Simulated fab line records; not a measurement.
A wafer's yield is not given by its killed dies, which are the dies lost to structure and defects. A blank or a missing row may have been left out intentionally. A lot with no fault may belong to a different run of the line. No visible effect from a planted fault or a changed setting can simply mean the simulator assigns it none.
fab line records	flow n5-finfet	part 1 of 2: steps 1 to 20 of 34
record: lots: 5	wafers: 15	last-day: 18
route steps=1938 shown HKMG_FIN@399
lots untouched by any fault: they come from a run of this same line in which no faults occurred
start-h: start of the lot's first displayed wafer, in hours after the record's first day	wait-h: hours elapsed since this lot's preceding step	" identical to the entry in the row above	L1.1+2: several wafers, shown together as one row	- either no value or no given start	* or withheld: withheld	< > ~ a bound
route shown NAME@n: names a module that has steps shown in the file, with the first one's number in the route	usual: the fault-free wafers' mean and standard deviation	same: alike in all rows	chamber/n: place in a boat	sites: readings site by site	_std_site: the standard deviation of these	_edge_site: inner sites' mean taken away from outer sites' mean	radius-mm: for every site, how far away it sits from the centre of the wafer	mask NAME#n: copy n	behind: the last tool/chamber to shape the wafer	hold: why the lot went on hold/how many hours it stayed there/how the hold came to an end	device: names the non-switching transistor (n, p or np)	end of line: tests of these same wafers at the route's end	where a step has no rows: the recipe by itself	killed: not the wafer's yield, but the dies lost to structure and defects at the first sort	map: a wafer's dies, x killed, . not, _ none there
set.NAME: setting as actually run; set.NAME@STEP: the setting as run at that earlier step	model.NAME: the simulator's own value behind a step, which no gauge read
lots at selected steps of the route; one table per step, one row per wafer
services: the hour from which a tool's chamber was out of use, counted from the record's first day as start-h (under 0 if before that day), plus the number of hours and why
== steps ==
step: N5_HKMG_FIN_OVL_MEAS_50
recipe: points-per-wafer: 44
usual: NDIPOLE_OVL: 0.1/0.74
same: points-per-wafer: 44
lot.wafer	tool	chamber	start-h	wait-h	NDIPOLE_OVL[nm]
L078.1	overlay-02	0	97.59	0.0	0.9
L078.3	"	0	"	"	-0.1
L078.6	"	0	"	"	-0.2
L079.2	overlay-02	0	104.42	0.0	1.1
L079.5	"	0	"	"	-0.2
L079.6	"	0	"	"	-0.2
L093.1	overlay-02	0	194.36	0.0	0.6
L093.2	"	0	"	"	0.4
L093.5	"	0	"	"	1.7
L094.2	overlay-02	0	197.86	0.0	-0.3
L094.3	"	0	"	"	1.0
L094.4	"	0	"	"	-0.1
L097.4	overlay-01	0	214.85	0.0	-0.6
L097.5	"	0	"	"	-0.7
L097.6	"	0	"	"	-1.4
step: N5_HKMG_FIN_INSPECT_61
recipe: mode: adi	inspect-instrument: macro
usual: raw-defect-count: 2.0/1.4
lot.wafer	tool	chamber	start-h	wait-h	raw-defect-count
L078.1	defect-inspect-01	-	97.61	0.0	2
L078.3	"	-	"	"	4
L078.6	"	-	"	"	2
L079.2	defect-inspect-01	-	104.44	0.0	4
L079.5	"	-	"	"	3
L079.6	"	-	"	"	2
L093.1	defect-inspect-02	-	194.38	0.0	3
L093.2	"	-	"	"	2
L093.5	"	-	"	"	4
L094.2	defect-inspect-01	-	197.89	0.0	5
L094.3	"	-	"	"	0
L094.4	"	-	"	"	3
L097.4	defect-inspect-02	-	214.88	0.0	1
L097.5	"	-	"	"	1
L097.6	"	-	"	"	2
step: N5_HKMG_FIN_DESCUM_53
recipe: chemistry: O2	time-s: 7.9	source-power-w: 50	bias-power-w: 20	pressure-mtorr: 20	rf-frequency-hz: 2.712e+07	temp-c: 40	resist: CAR-ArF	o2-flow-sccm: 225
usual: drypump-motor-current-A: 5.7/0.53	oes-product-au: 0.79/0.089	rf-vpp-V: 243.7/1.3	showerhead-plenum-p-Torr: 2.14/0.071	throttle-valve-pct: 20.39/0.22
lot.wafer	tool	chamber	start-h	wait-h	drypump-motor-current-A	oes-product-au	rf-hours-counter-h	rf-vpp-V	showerhead-plenum-p-Torr	throttle-valve-pct
L078.1	rie-diel-03	2	97.69	0.1	5.0	0.87	46	244.7	2.15	20.70
L078.3	"	1	"	"	5.5	0.74	155	244.8	2.18	20.44
L078.6	"	1	"	"	5.4	0.74	-	243.8	2.18	20.45
L079.2	rie-diel-03	1	104.48	0.0	5.5	0.73	158	246.0	2.18	20.44
L079.5	"	1	"	"	5.5	0.72	-	243.7	2.18	20.43
L079.6	"	2	"	"	5.0	0.86	-	244.2	2.15	20.72
L093.1	rie-diel-03	3	194.72	0.3	5.9	0.81	104	241.4	2.04	20.58
L093.2	"	2	"	"	5.0	0.81	76	243.2	2.14	20.74
L093.5	"	0	"	"	5.2	0.89	-	243.2	2.12	20.08
L094.2	rie-diel-03	1	197.92	0.0	5.5	0.71	187	244.2	2.17	20.48
L094.3	"	0	"	"	5.2	0.90	34	243.0	2.12	20.10
L094.4	"	3	"	"	6.0	0.81	105	243.0	2.04	20.59
L097.4	rie-diel-06	0	214.93	0.0	5.7	0.69	-	244.3	2.16	20.53
L097.5	"	1	"	"	6.6	0.71	-	244.9	2.17	20.58
L097.6	"	3	"	"	5.4	0.92	-	245.0	2.25	20.45
step: N5_HKMG_FIN_ETCH_54
recipe: chemistry: CF4	target: SiARC	target-depth-a: 455	mask-material: CAR-ArF	time-s: 75.8	ion-energy-ev: 80	pressure-mtorr: 40	source-w: 545	bias-w: 36	Ar_flow_sccm: 100	cf4-flow-sccm: 100	ends: cleared
usual: drypump-motor-current-A: 5.7/0.53	etch-rf-on-time-s: 75.0/1.9	oes-product-au: 0.67/0.076	rf-vpp-V: 184.5/1.1	showerhead-plenum-p-Torr: 2.18/0.068	throttle-valve-pct: 15.57/0.18
lot.wafer	tool	chamber	start-h	wait-h	drypump-motor-current-A	etch-rf-on-time-s	oes-product-au	rf-hours-counter-h	rf-vpp-V	showerhead-plenum-p-Torr	throttle-valve-pct
L078.1	rie-diel-03	2	97.72	0.0	5.0	73.3	0.74	46	183.7	2.19	15.76
L078.3	"	1	"	"	5.4	72.1	0.65	155	184.2	2.22	15.62
L078.6	"	1	"	"	5.4	71.9	0.65	-	185.7	2.22	15.62
L079.2	rie-diel-03	1	104.51	0.0	5.5	72.0	0.65	158	186.6	2.22	15.62
L079.5	"	1	"	"	5.4	72.2	0.65	-	185.5	2.22	15.64
L079.6	"	2	"	"	5.0	72.8	0.74	-	183.4	2.19	15.77
L093.1	rie-diel-03	3	194.76	0.0	5.9	74.0	0.70	104	183.6	2.07	15.60
L093.2	"	2	"	"	5.0	74.3	0.70	77	184.0	2.18	15.81
L093.5	"	0	"	"	5.2	77.3	0.76	-	184.2	2.17	15.29
L094.2	rie-diel-03	1	197.95	0.0	5.5	73.1	0.62	187	183.5	2.21	15.68
L094.3	"	0	"	"	5.2	77.9	0.75	34	184.6	2.17	15.28
L094.4	"	3	"	"	6.0	74.8	0.69	105	182.7	2.07	15.61
L097.4	rie-diel-06	0	214.97	0.0	5.7	75.0	0.59	-	185.1	2.21	15.72
L097.5	"	1	"	"	6.6	76.8	0.60	-	184.3	2.19	15.67
L097.6	"	3	"	"	5.4	77.5	0.78	-	186.3	2.27	15.39
step: N5_HKMG_FIN_ETCH_55
recipe: chemistry: N2/H2	target: SOC	target-depth-a: 2400	temp-c: 40	time-s: 300	ion-energy-ev: 200	mask-material: SiARC	pressure-mtorr: 30	source-w: 840	bias-w: 150	n2-flow-sccm: 200	h2-flow-sccm: 200
usual: drypump-motor-current-A: 5.7/0.53	h2-flow-sccm: 200.1/0.64	oes-product-au: 0.79/0.087	rf-vpp-V: 525.3/2.6	showerhead-plenum-p-Torr: 2.59/0.093	throttle-valve-pct: 17.79/0.21
lot.wafer	tool	chamber	start-h	wait-h	drypump-motor-current-A	h2-flow-sccm	oes-product-au	rf-hours-counter-h	rf-vpp-V	showerhead-plenum-p-Torr	throttle-valve-pct
L078.1	rie-diel-03	2	97.78	0.0	5.0	199.5	0.86	46	524.2	2.60	18.15
L078.3	"	1	"	"	5.5	201.2	0.75	155	527.7	2.64	17.84
L078.6	"	1	"	"	5.5	200.2	0.76	-	528.2	2.64	17.85
L079.2	rie-diel-03	1	104.57	0.0	5.5	199.7	0.76	158	527.2	2.64	17.85
L079.5	"	1	"	"	5.5	200.0	0.76	-	525.9	2.64	17.86
L079.6	"	2	"	"	5.0	200.0	0.86	-	524.7	2.60	18.16
L093.1	rie-diel-03	3	194.81	0.0	5.9	200.7	0.81	104	520.2	2.44	17.68
L093.2	"	2	"	"	5.0	200.7	0.82	77	523.4	2.59	18.21
L093.5	"	0	"	"	5.2	200.5	0.87	-	524.4	2.59	17.55
L094.2	rie-diel-03	1	198.01	0.0	5.4	200.5	0.73	187	526.2	2.63	17.91
L094.3	"	0	"	"	5.2	200.6	0.88	34	526.3	2.59	17.55
L094.4	"	3	"	"	6.0	200.6	0.81	105	522.4	2.44	17.66
L097.4	rie-diel-06	0	215.09	0.1	5.7	201.0	0.69	-	526.7	2.61	17.91
L097.5	"	1	"	"	6.6	200.5	0.71	-	526.4	2.61	17.81
L097.6	"	3	"	"	5.4	199.7	0.91	-	529.4	2.70	17.58
step: N5_HKMG_FIN_STRIP_56
recipe: chemistry: N2/H2	temp-c: 40	n2-flow-sccm: 200	h2-flow-sccm: 200	rf-frequency-hz: 6e+07
lot.wafer	tool	chamber	start-h	wait-h
L078.1+3+6	rie-diel-03	2,1,1	97.96	0.1
L079.2+5+6	rie-diel-03	1,1,2	104.75	0.1
L093.1+2+5	rie-diel-03	3,2,0	194.99	0.1
L094.2+3+4	rie-diel-03	1,0,3	198.19	0.1
L097.4+5+6	rie-diel-06	0,1,3	215.19	0.0
step: N5_HKMG_FIN_STRIP_57
recipe: chemistry: CF4	resist: SiARC	power-w: 300	bias-power-w: 75	pressure-mtorr: 50	cf4-flow-sccm: 150	rf-frequency-hz: 6e+07
usual: drypump-motor-current-A: 5.7/0.53	oes-product-au: 0.78/0.085	rf-vpp-V: 271.9/1.5	showerhead-plenum-p-Torr: 1.83/0.06	throttle-valve-pct: 13.55/0.19
lot.wafer	tool	chamber	start-h	wait-h	drypump-motor-current-A	oes-product-au	rf-hours-counter-h	rf-vpp-V	showerhead-plenum-p-Torr	throttle-valve-pct
L078.1	rie-diel-03	2	97.97	0.0	5.0	0.84	46	272.1	1.82	13.65
L078.3	"	1	"	"	5.5	0.73	155	273.5	1.87	13.66
L078.6	"	1	"	"	5.5	0.72	-	273.3	1.87	13.65
L079.2	rie-diel-03	1	104.76	0.0	5.5	0.72	158	272.3	1.87	13.65
L079.5	"	1	"	"	5.5	0.73	-	272.8	1.87	13.66
L079.6	"	2	"	"	5.0	0.83	-	272.9	1.82	13.65
L093.1	rie-diel-03	3	195.00	0.0	5.9	0.79	104	270.2	1.72	13.51
L093.2	"	2	"	"	5.0	0.80	77	271.1	1.81	13.71
L093.5	"	0	"	"	5.2	0.88	-	271.5	1.82	13.28
L094.2	rie-diel-03	1	198.20	0.0	5.5	0.71	187	273.1	1.86	13.73
L094.3	"	0	"	"	5.2	0.87	35	271.5	1.82	13.28
L094.4	"	3	"	"	6.0	0.79	105	270.4	1.72	13.52
L097.4	rie-diel-06	0	215.20	0.0	5.7	0.68	-	271.3	1.85	13.73
L097.5	"	1	"	"	6.6	0.70	-	272.5	1.83	13.66
L097.6	"	3	"	"	5.4	0.92	-	272.6	1.90	13.36
step: N5_HKMG_FIN_ETCH_58
recipe: chemistry: N2/H2	target: SOC	target-depth-a: 2158	ion-energy-ev: 50	bias-w: 13	time-s: 741	pressure-mtorr: 30	source-w: 875	n2-flow-sccm: 200	h2-flow-sccm: 200
usual: drypump-motor-current-A: 5.7/0.53	h2-flow-sccm: 200.1/0.59	oes-product-au: 0.79/0.089	rf-vpp-V: 99.3/0.98	showerhead-plenum-p-Torr: 2.59/0.093	throttle-valve-pct: 17.74/0.21
lot.wafer	tool	chamber	start-h	wait-h	drypump-motor-current-A	h2-flow-sccm	oes-product-au	rf-hours-counter-h	rf-vpp-V	showerhead-plenum-p-Torr	throttle-valve-pct
L078.1	rie-diel-03	2	97.99	0.0	5.0	199.9	0.87	46	101.5	2.60	18.11
L078.3	"	1	"	"	5.5	200.9	0.76	156	100.9	2.64	17.82
L078.6	"	1	"	"	5.5	201.0	0.75	-	99.2	2.64	17.81
L079.2	rie-diel-03	1	104.78	0.0	5.5	200.0	0.75	159	100.4	2.64	17.81
L079.5	"	1	"	"	5.4	200.2	0.75	-	100.4	2.64	17.80
L079.6	"	2	"	"	5.0	199.8	0.87	-	97.6	2.60	18.08
L093.1	rie-diel-03	3	195.02	0.0	5.9	199.8	0.81	104	98.8	2.44	17.61
L093.2	"	2	"	"	5.0	200.0	0.82	77	98.7	2.59	18.15
L093.5	"	0	"	"	5.2	201.3	0.87	-	99.7	2.59	17.51
L094.2	rie-diel-03	1	198.22	0.0	5.5	198.4	0.73	187	99.9	2.63	17.86
L094.3	"	0	"	"	5.2	200.0	0.89	35	98.9	2.59	17.50
L094.4	"	3	"	"	6.0	199.7	0.82	105	98.9	2.44	17.63
L097.4	rie-diel-06	0	215.42	0.2	5.8	200.1	0.68	-	99.6	2.61	17.86
L097.5	"	1	"	"	6.6	200.7	0.71	-	98.9	2.61	17.75
L097.6	"	3	"	"	5.4	199.3	0.91	-	99.7	2.70	17.56
step: N5_HKMG_FIN_STRIP_93
recipe: chemistry: N2/H2	material: SOC	time-s: 20	power-w: 500	temp-c: 40	pressure-mtorr: 50	rf-frequency-hz: 6e+07	bias-power-w: 8	h2-frac: 0.5	n2-flow-sccm: 300	h2-flow-sccm: 300
usual: drypump-motor-current-A: 5.7/0.53	h2-flow-sccm: 300.1/0.91	oes-product-au: 0.79/0.088	rf-vpp-V: 54.3/0.83	showerhead-plenum-p-Torr: 3.42/0.12	throttle-valve-pct: 18.9/0.43
lot.wafer	tool	chamber	start-h	wait-h	drypump-motor-current-A	h2-flow-sccm	oes-product-au	rf-hours-counter-h	rf-vpp-V	showerhead-plenum-p-Torr	throttle-valve-pct
L078.1	rie-diel-03	2	98.41	0.2	5.0	301.0	0.87	46	52.7	3.43	19.8
L078.3	"	1	"	"	5.5	299.5	0.75	156	54.1	3.49	19.1
L078.6	"	1	"	"	5.5	299.4	0.76	-	54.6	3.49	19.1
L079.2	rie-diel-03	1	105.21	0.2	5.5	302.0	0.75	159	54.6	3.48	19.1
L079.5	"	1	"	"	5.5	300.5	0.75	-	54.1	3.48	19.2
L079.6	"	2	"	"	5.0	298.9	0.87	-	52.4	3.43	19.8
L093.1	rie-diel-03	3	195.45	0.2	5.9	299.2	0.82	104	51.8	3.23	18.6
L093.2	"	2	"	"	5.0	301.1	0.83	77	54.9	3.42	19.9
L093.5	"	0	"	"	5.2	300.6	0.87	-	53.8	3.41	18.6
L094.2	rie-diel-03	1	198.65	0.2	5.5	301.2	0.73	187	55.2	3.47	19.2
L094.3	"	0	"	"	5.2	298.7	0.88	35	54.1	3.41	18.6
L094.4	"	3	"	"	6.0	301.0	0.81	105	54.0	3.23	18.6
L097.4	rie-diel-06	0	215.66	0.0	5.7	301.1	0.68	-	54.4	3.45	19.1
L097.5	"	1	"	"	6.6	300.7	0.70	-	55.6	3.45	18.7
L097.6	"	3	"	"	5.4	300.2	0.91	-	54.3	3.56	18.7
step: N5_HKMG_FIN_WET_ETCH_76
recipe: chemistry: dNH4OH	mix: 1:50	temp-c: 25	target: Al2O3	stop-on: La2O3	target-depth-nm: 2.25	dry: ipa-marangoni	rinse-time-s: 30	rinse-temp-c: 23
lot.wafer	tool	chamber	start-h	wait-h
L078.1+3+6	wet-bench-02	0,4,5	98.50	0.1
L079.2+5+6	wet-bench-02	7,0,6	105.29	0.1
L093.1+2+5	wet-bench-01	1,3,6	195.53	0.1
L094.2+3+4	wet-bench-02	7,6,5	198.73	0.1
L097.4+5+6	wet-bench-05	5,1,4	215.72	0.0
step: N5_HKMG_FIN_STRIP_60
recipe: chemistry: N2/H2	power-w: 2500	temp-c: 300	h2-frac: 0.65	time-s: 360	pressure-mtorr: withheld	n2-flow-sccm: 1750	h2-flow-sccm: 3250
usual: drypump-motor-current-A: 5.9/0.31	h2-flow-sccm: 3249/9.2	heater-power-w: 489/49
lot.wafer	tool	chamber	start-h	wait-h	drypump-motor-current-A	h2-flow-sccm	heater-power-w	rf-hours-counter-h
L078.1	plasma-asher-01	0	98.56	0.0	6.0	3244	554	41
L078.3	"	1	"	"	5.4	3260	458	-
L078.6	"	0	"	"	6.0	3244	561	-
L079.2	plasma-asher-01	0	105.36	0.0	6.0	3248	561	42
L079.5	"	1	"	"	5.4	3253	485	-
L079.6	"	0	"	"	6.0	3252	564	-
L093.1	plasma-asher-01	1	195.60	0.0	5.5	3263	481	58
L093.2	"	0	"	"	6.0	3271	553	58
L093.5	"	1	"	"	5.4	3259	463	-
L094.2	plasma-asher-02	1	199.00	0.2	5.8	3232	425	109
L094.3	"	1	"	"	5.8	3252	424	-
L094.4	"	0	"	"	6.3	3248	501	-
L097.4	plasma-asher-01	0	215.98	0.2	6.0	3250	569	-
L097.5	"	1	"	"	5.4	3235	467	-
L097.6	"	0	"	"	6.0	3240	547	-
step: N5_HKMG_FIN_WET_ETCH_77
recipe: chemistry: dHCl	mix: 1:10000	temp-c: 25	target: La2O3	stop-on: HfO2	target-depth-nm: 2
lot.wafer	tool	chamber	start-h	wait-h
L078.1+3+6	wet-bench-05	1,7,3	98.95	0.3
L079.2+5+6	wet-bench-02	6,5,2	105.74	0.3
L093.1+2+5	wet-bench-01	2,0,6	195.99	0.3
L094.2+3+4	wet-bench-01	2,3,1	199.38	0.3
L097.4+5+6	wet-bench-01	3,5,0	216.25	0.1
step: N5_HKMG_FIN_WET_ETCH_78
recipe: chemistry: dNH4OH	mix: 1:50	temp-c: 25	target: Al2O3	stop-on: La2O3	target-depth-nm: 4.5	dry: ipa-marangoni	rinse-time-s: 30	rinse-temp-c: 23
lot.wafer	tool	chamber	start-h	wait-h
L078.1+3+6	wet-bench-05	1,7,3	98.98	0.0
L079.2+5+6	wet-bench-02	6,5,2	105.77	0.0
L093.1+2+5	wet-bench-01	2,0,6	196.02	0.0
L094.2+3+4	wet-bench-01	2,3,1	199.41	0.0
L097.4+5+6	wet-bench-01	3,5,0	216.28	0.0
step: N5_HKMG_FIN_ALD_79
recipe: material: TiN	target-thk-a: 15	temp-c: 400	ald-precursor-family: TiCl4	ald-co-reactant: NH3	pulse-time-s: 1	purge-time-s: 3	co-reactant-purge-time-s: 2	co-reactant-pulse-time-s: 2	ald-cycles: 68	pressure-torr: 3
usual: heater-power-w: 875/89	precursor-pulse-height-rel: 1.000/0.02
lot.wafer	tool	chamber	start-h	wait-h	heater-power-w	precursor-pulse-height-rel
L078.1	ald-metal-01	0	99.05	0.0	881	0.986
L078.3	"	1	"	"	771	1.018
L078.6	"	0	"	"	864	1.009
L079.2	ald-metal-02	0	105.85	0.0	901	1.022
L079.5	"	2	"	"	903	1.007
L079.6	"	3	"	"	1049	0.973
L093.1	ald-metal-02	3	196.09	0.0	1065	1.040
L093.2	"	2	"	"	889	1.021
L093.5	"	0	"	"	893	1.026
L094.2	ald-metal-02	2	199.48	0.0	903	0.991
L094.3	"	0	"	"	916	0.989
L094.4	"	0	"	"	932	1.013
L097.4	ald-metal-04	2	216.35	0.0	858	0.988
L097.5	"	2	"	"	879	1.003
L097.6	"	3	"	"	935	0.978
step: N5_HKMG_FIN_CVD_62
recipe: material: a-Si	target-thk-a: 30	temp-c: 500	precursor: Si2H6	pressure-torr: 1	time-s: 20.8
usual: heater-power-w: 1437/73
lot.wafer	tool	chamber	start-h	wait-h	heater-power-w
L078.1	thermal-cvd-si-02	2	99.41	0.2	1401
L078.3	"	1	"	"	1318
L078.6	"	2	"	"	1446
L079.2	thermal-cvd-si-01	2	106.21	0.2	1534
L079.5	"	1	"	"	1468
L079.6	"	0	"	"	1479
L093.1	thermal-cvd-si-01	1	196.45	0.2	1522
L093.2	"	2	"	"	1471
L093.5	"	1	"	"	1495
L094.2	thermal-cvd-si-02	0	199.85	0.2	1393
L094.3	"	1	"	"	1312
L094.4	"	0	"	"	1354
L097.4	thermal-cvd-si-01	0	216.76	0.2	1530
L097.5	"	1	"	"	1460
L097.6	"	2	"	"	1488
step: N5_HKMG_FIN_RTA_80
recipe: temp-c: withheld	time-s: 2	ambient: N2	idle-temp-c: 600	ramp-up-c-per-s: 150	ramp-down-c-per-s: 60	cool-to-c: 600
lot.wafer	tool	chamber	start-h	wait-h
L078.1+3+6	rtp-anneal-02	0	99.55	0.1
L079.2+5+6	rtp-anneal-01	0	106.55	0.3
L093.1+2+5	rtp-anneal-02	0	196.58	0.1
L094.2+3+4	rtp-anneal-01	0	200.00	0.1
L097.4+5+6	rtp-anneal-02	0	216.91	0.1
step: N5_HKMG_FIN_PRECLEAN_64
recipe: chemistry: dHF	time-s: 30	temp-c: 25	dilution: withheld
lot.wafer	tool	chamber	start-h	wait-h
L078.1+3+6	wet-bench-02	7,6,0	99.69	0.1
L079.2+5+6	wet-bench-01	5,6,7	106.67	0.1
L093.1+2+5	wet-bench-01	1,6,7	196.74	0.1
L094.2+3+4	wet-bench-02	7,3,0	200.14	0.1
L097.4+5+6	wet-bench-05	6,5,2	216.99	0.1
step: N5_HKMG_FIN_WET_ETCH_65
recipe: chemistry: TMAH	temp-c: 70	conc-wt-pct: 5	target: a-Si	stop-on: TiN	time-s: 49	target-depth-nm: 3
lot.wafer	tool	chamber	start-h	wait-h
L078.1+3+6	wet-bench-02	7,6,0	99.70	0.0
L079.2+5+6	wet-bench-01	5,6,7	106.68	0.0
L093.1+2+5	wet-bench-01	1,6,7	196.75	0.0
L094.2+3+4	wet-bench-02	7,3,0	200.15	0.0
L097.4+5+6	wet-bench-05	6,5,2	217.02	0.0
step: N5_HKMG_FIN_WET_ETCH_81
recipe: chemistry: SC1	target: TiN	stop-on: HfO2	mix: 1:1:5	temp-c: 60	time-s: 57	target-depth-nm: 6
lot.wafer	tool	chamber	start-h	wait-h
L078.1+3+6	wet-bench-02	7,6,0	99.72	0.0
L079.2+5+6	wet-bench-01	5,6,7	106.70	0.0
L093.1+2+5	wet-bench-01	1,6,7	196.77	0.0
L094.2+3+4	wet-bench-02	7,3,0	200.16	0.0
L097.4+5+6	wet-bench-05	6,5,2	217.04	0.0
step: N5_HKMG_FIN_WET_ETCH_82
recipe: chemistry: dHCl	mix: 1:10000	temp-c: 25	target: La2O3	stop-on: HfO2	target-depth-nm: 2	dry: ipa-marangoni	rinse-time-s: 30	rinse-temp-c: 23
lot.wafer	tool	chamber	start-h	wait-h
L078.1+3+6	wet-bench-02	7,6,0	99.75	0.0
L079.2+5+6	wet-bench-01	5,6,7	106.73	0.0
L093.1+2+5	wet-bench-01	1,6,7	196.80	0.0
L094.2+3+4	wet-bench-02	7,3,0	200.20	0.0
L097.4+5+6	wet-bench-05	6,5,2	217.11	0.0
